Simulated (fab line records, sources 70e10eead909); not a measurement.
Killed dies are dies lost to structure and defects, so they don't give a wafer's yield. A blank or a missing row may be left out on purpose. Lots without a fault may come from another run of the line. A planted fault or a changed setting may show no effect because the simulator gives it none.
Chamber matching | flow nand_harc | NHARC_THIN_TSV_ETCH_15 on rie_si-01: 4 sister chambers
The step target depth 3000 nm, bosch target overetch cycles 2, bosch etch step 2.8 s. 4 wafers are shown with their chamber, then 9 later ones without.

WAFERS WITH THEIR CHAMBER
wafer  | chamber | drypump_motor_current_A (A)
L078.2 | 2       | 5.3
L087.1 | 1       | 6.4
L087.2 | 0       | 5.2
L087.4 | 3       | 5.4

WAFERS WITHOUT THEIR CHAMBER
wafer  | drypump_motor_current_A (A)
L093.3 | 5.3
L093.5 | 5.2
L093.6 | 5.3
L094.1 | 5.3
L094.2 | 5.2
L094.6 | 5.2
L097.1 | 5.4
L097.2 | 6.5
L097.4 | 5.2

WHICH CHAMBER EACH WENT THROUGH
wafer  | from the rows above | in truth
L093.3 | 2                   | 2
L093.5 | 0                   | 0
L093.6 | 2                   | 2
L094.1 | 2                   | 2
L094.2 | 0                   | 0
L094.6 | 0                   | 0
L097.1 | 3                   | 3
L097.2 | 1                   | 1
L097.4 | 0                   | 0
Placed correctly: 9 of 9. Can't be placed from these rows: 0. Placed wrongly: 0.
How it was worked out, from the rows above alone: a wafer's distance from a chamber is the root of the sum, over the readings, of the square of ((its reading less the chamber's mean) divided by the reading's scatter). The wafer belongs to the nearest chamber; if the next one is less than 2 further off, it can't be placed. A chamber's mean is the mean of its shown wafers. The scatter: with one shown wafer a chamber, the root of the mean of the squares of how far each hidden wafer lies from its nearest shown one.
